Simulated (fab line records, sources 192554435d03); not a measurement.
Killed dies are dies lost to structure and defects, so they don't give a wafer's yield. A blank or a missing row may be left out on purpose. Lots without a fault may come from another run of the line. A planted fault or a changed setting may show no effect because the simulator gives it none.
fab line records | flow n5_finfet | part 2 of 2: steps 25 to 32 of 32
record lots=5 wafers=15 last_day=18
route steps=1938 shown TV_LITHO@1883 TV_OPEN@1887 PAD_METAL@1893 PASSIVATION@1897
lots that met no fault: from a run of the same line without faults
start_h: hours from the record's first day to the start of the lot's first wafer shown | wait_h: hours since the lot's step before | " the same as in the row above | L1.1+2: a row that stands for several wafers | - no value, or no start given | * or withheld: withheld | < > ~ a bound
route shown NAME@n: a module of which the file shows steps, and the number in the route of the first | usual: mean/standard deviation of fault-free wafers | same: alike in all rows | chamber/n: place in a boat | sites: the reading at each site | _std_site: their standard deviation | _edge_site: outer sites' mean less inner sites' | radius_mm: how far each site lies from the wafer's centre | mask NAME#n: copy n | behind: the tool/chamber that last shaped the wafer | hold: why the lot was held/for how many hours/how that ended | device: the transistor (n, p or np) that didn't switch | end of line: the same wafers' tests at the end of the route | a step without rows: its recipe alone | killed: dies lost to structure and defects at the first sort, not the wafer's yield | map: a wafer's dies, x killed, . not, _ none there
set.NAME: the setting as run; set.NAME@STEP: as run at that earlier step | model.NAME: the simulator's own value behind a step, which no gauge read
lots at some steps of the route; a table a step, a row a wafer
services: from which hour (start_h, from the record's first day; less than 0 if before it) a tool's chamber was out of use, for how many hours, and why
## steps
# step N5_PASSIVATION_INSPECT_64
# recipe mode=adi inspect_instrument=macro
# usual raw_defect_count=2.0/1.5
# columns lot.wafer tool chamber start_h wait_h raw_defect_count
L075.3 defect_inspect-01 - 265.93 0.0 2
L075.4 " - " " 2
L075.6 " - " " 1
L076.3 defect_inspect-01 - 272.61 0.0 2
L076.4 " - " " 1
L076.6 " - " " 1
L087.1 defect_inspect-02 - 346.46 0.0 3
L087.2 " - " " 1
L087.3 " - " " 4
L088.2 defect_inspect-02 - 357.88 0.0 3
L088.4 " - " " 3
L088.6 " - " " 0
L093.1 defect_inspect-01 - 415.90 0.0 2
L093.2 " - " " 2
L093.4 " - " " 0
# step N5_PASSIVATION_DESCUM_32
# recipe chemistry=O2 time_s=7.9 source_power_w=50 bias_power_w=20 pressure_mtorr=20 rf_frequency_hz=2.712e+07 temp_c=40 o2_flow_sccm=225
# usual drypump_motor_current_A=5.8/0.38 oes_product_au=0.83/0.084 rf_vpp_V=243.7/1.4 showerhead_plenum_p_Torr=2.13/0.078 throttle_valve_pct=20.36/0.28
# columns lot.wafer tool chamber start_h wait_h drypump_motor_current_A oes_product_au rf_hours_counter_h rf_vpp_V showerhead_plenum_p_Torr throttle_valve_pct
L075.3 rie_diel-01 2 266.11 0.2 5.5 0.84 73 242.7 2.12 20.34
L075.4 " 3 " " 5.6 0.88 41 243.0 2.22 20.74
L075.6 " 1 " " 6.1 0.84 - 242.2 2.11 20.13
L076.3 rie_diel-01 1 272.65 0.0 6.1 0.84 70 243.8 2.11 20.16
L076.4 " 0 " " 5.1 0.76 133 245.8 2.18 20.46
L076.6 " 2 " " 5.5 0.84 - 243.3 2.12 20.33
L087.1 rie_diel-05 1 346.50 0.0 5.5 0.89 27 242.8 2.03 20.19
L087.2 " 3 " " 6.1 0.98 7 244.6 2.25 20.22
L087.3 " 2 " " 6.1 0.69 241 243.2 2.16 20.83
L088.2 rie_diel-05 3 357.92 0.0 6.1 0.97 10 245.3 2.24 20.21
L088.4 " 2 " " 6.1 0.68 244 245.1 2.16 20.83
L088.6 " 1 " " 5.5 0.88 - 242.9 2.03 20.18
L093.1 rie_diel-01 3 416.03 0.1 5.7 0.81 85 244.6 2.20 20.78
L093.2 " 2 " " 5.6 0.80 116 244.8 2.11 20.40
L093.4 " 1 " " 6.1 0.80 115 243.2 2.09 20.20
# step N5_PASSIVATION_AL_ETCH_33
# recipe chemistry=Cl2/BCl3 target_depth_a=28000 over_etch_frac=0.15 Cl2_flow_sccm=180 bcl3_flow_sccm=60 target=Al stop_on=TaN time_s=466.7 ion_energy_ev=100 pressure_mtorr=10 icp_w=900 bias_w=100
# usual drypump_motor_current_A=6.03/0.26 oes_product_au=0.73/0.078 throttle_valve_pct=34.22/0.21
# columns lot.wafer tool chamber start_h wait_h drypump_motor_current_A oes_product_au rf_hours_counter_h throttle_valve_pct
L075.3 rie_metal-02 0 266.33 0.2 5.66 0.81 - 34.23
L075.4 " 1 " " 6.29 0.60 - 34.15
L075.6 " 0 " " 5.63 0.79 - 34.26
L076.3 rie_metal-01 0 272.87 0.2 5.94 0.83 - 34.36
L076.4 " 1 " " 6.39 0.63 - 34.05
L076.6 " 0 " " 5.96 0.83 - 34.36
L087.1 rie_metal-01 0 346.58 0.1 5.94 0.79 15 34.37
L087.2 " 1 " " 6.43 0.62 72 34.03
L087.3 " 0 " " 5.95 0.80 - 34.36
L088.2 rie_metal-01 1 358.00 0.1 6.41 0.62 73 34.04
L088.4 " 0 " " 5.95 0.81 - 34.34
L088.6 " 1 " " 6.39 0.61 - 34.02
L093.1 rie_metal-01 0 416.12 0.1 5.98 0.77 21 34.40
L093.2 " 1 " " 6.44 0.61 78 34.06
L093.4 " 0 " " 5.95 0.76 - 34.39
# step N5_PASSIVATION_ETCH_59
# recipe chemistry=Cl2/BCl3 target=TaN target_depth_a=650 time_s=34.9 ion_energy_ev=100 pressure_mtorr=10 icp_w=900 bias_w=100 Cl2_flow_sccm=60 bcl3_flow_sccm=30
# usual drypump_motor_current_A=6.03/0.25 oes_product_au=0.81/0.087 throttle_valve_pct=21.01/0.18
# columns lot.wafer tool chamber start_h wait_h drypump_motor_current_A oes_product_au rf_hours_counter_h throttle_valve_pct
L075.3 rie_metal-02 0 266.63 0.2 5.63 0.88 - 21.04
L075.4 " 1 " " 6.26 0.65 - 20.95
L075.6 " 0 " " 5.65 0.87 - 21.04
L076.3 rie_metal-01 0 273.17 0.2 5.93 0.91 - 21.09
L076.4 " 1 " " 6.40 0.71 - 20.91
L076.6 " 0 " " 5.93 0.90 - 21.08
L087.1 rie_metal-01 0 346.99 0.3 5.96 0.86 15 21.12
L087.2 " 1 " " 6.41 0.68 73 20.94
L087.3 " 0 " " 5.96 0.86 - 21.13
L088.2 rie_metal-01 1 358.40 0.3 6.38 0.68 74 20.95
L088.4 " 0 " " 5.95 0.86 - 21.10
L088.6 " 1 " " 6.38 0.69 - 20.94
L093.1 rie_metal-01 0 416.52 0.3 5.95 0.84 21 21.12
L093.2 " 1 " " 6.43 0.68 78 20.95
L093.4 " 0 " " 5.96 0.85 - 21.12
# step N5_PASSIVATION_STRIP_34
# recipe chemistry=O2 power_w=600 temp_c=60 pressure_mtorr=30 rf_frequency_hz=6e+07 bias_power_w=0 overash_fraction=2 o2_flow_sccm=225
# usual drypump_motor_current_A=5.7/0.43 oes_product_au=0.83/0.095 rf_vpp_V=3.8/1.7 showerhead_plenum_p_Torr=2.12/0.088 throttle_valve_pct=16.61/0.29
# same overash_fraction=2
# columns lot.wafer tool chamber start_h wait_h drypump_motor_current_A oes_product_au rf_hours_counter_h rf_vpp_V showerhead_plenum_p_Torr throttle_valve_pct
L075.3 rie_diel-03 2 266.73 0.1 5.2 0.94 - 3.7 2.07 16.63
L075.4 " 3 " " 5.2 0.68 - 4.9 1.98 17.02
L075.6 " 2 " " 5.2 0.93 - 1.6 2.07 16.67
L076.3 rie_diel-05 0 273.25 0.1 6.1 0.95 17 4.6 2.24 16.25
L076.4 " 2 " " 6.1 0.71 213 3.1 2.17 17.04
L076.6 " 2 " " 6.1 0.70 - 7.2 2.17 17.03
L087.1 rie_diel-03 1 347.10 0.1 6.1 0.89 47 1.7 2.04 16.14
L087.2 " 0 " " 6.1 0.96 4 6.5 2.15 16.54
L087.3 " 2 " " 5.2 0.87 41 2.5 2.06 16.68
L088.2 rie_diel-05 2 358.52 0.1 6.2 0.69 244 2.3 2.16 17.10
L088.4 " 1 " " 5.5 0.90 31 5.8 2.04 16.47
L088.6 " 2 " " 6.1 0.71 - 2.4 2.16 17.05
L093.1 rie_diel-03 1 416.64 0.1 6.1 0.84 72 6.4 2.03 16.18
L093.2 " 3 " " 5.2 0.91 22 2.1 2.23 16.60
L093.4 " 0 " " 6.2 0.90 28 6.0 2.14 16.59
# step N5_PASSIVATION_STRIP_51
# recipe chemistry=post_etch_residue_remover time_s=1200 temp_c=72.5
# columns lot.wafer tool chamber start_h wait_h
L075.3+4+6 wet_bench-04 5,4,6 266.80 -
L076.3+4+6 wet_bench-04 1,3,7 273.32 -
L087.1+2+3 wet_bench-04 4,3,2 347.17 -
L088.2+4+6 wet_bench-06 6,1,7 358.59 -
L093.1+2+4 wet_bench-01 5,6,1 416.70 -
# step N5_PASSIVATION_CLEAN_69
# recipe chemistry=IPA time_s=180 temp_c=25
# columns lot.wafer tool chamber start_h wait_h
L075.3+4+6 wet_bench-04 5,4,6 267.13 0.0
L076.3+4+6 wet_bench-04 1,3,7 273.65 0.0
L087.1+2+3 wet_bench-04 4,3,2 347.50 0.0
L088.2+4+6 wet_bench-06 6,1,7 358.92 0.0
L093.1+2+4 wet_bench-01 5,6,1 417.04 0.0
# step N5_PASSIVATION_SRD_70
# recipe dry=ipa_marangoni time_s=30 temp_c=23 rinse_liquid=diw
# columns lot.wafer tool chamber start_h wait_h
L075.3+4+6 wet_bench-04 5,4,6 267.19 0.0
L076.3+4+6 wet_bench-04 1,3,7 273.70 0.0
L087.1+2+3 wet_bench-04 4,3,2 347.56 0.0
L088.2+4+6 wet_bench-06 6,1,7 358.97 0.0
L093.1+2+4 wet_bench-01 5,6,1 417.09 0.0
## services
# columns tool chamber start_h hours kind
rie_diel-03 0 258.93 7.9 repair
rie_diel-03 1 266.71 8.6 repair
pvd_sputter-02 - 269.38 29.2 repair
krf_scanner-01 - 281.71 1.3 pm
rie_diel-06 1 295.74 3.9 repair
rie_diel-06 1 303.97 8.4 repair
rie_diel-05 1 308.63 4.9 repair
krf_scanner-01 - 309.04 1.7 repair
wet_bench-04 - 323.51 4.1 repair
rie_diel-05 1 329.31 1.2 repair
wet_bench-03 - 336.96 4.6 repair
rie_diel-06 0 337.93 3.2 repair
rie_diel-04 3 342.35 3.4 repair
rie_diel-02 3 347.28 2.8 repair
rie_diel-04 0 359.94 1.7 repair
krf_scanner-01 - 380.74 0.8 pm
pvd_sputter-02 - 394.55 4.0 repair
rie_diel-04 3 395.94 23.0 repair
krf_scanner-01 - 400.40 1.0 pm
wet_bench-02 - 402.57 12.0 repair
rie_diel-04 - 403.75 0.9 repair
krf_scanner-01 - 405.76 4.0 repair
rie_diel-04 0 409.11 3.8 repair
rie_diel-04 - 413.19 2.8 pm
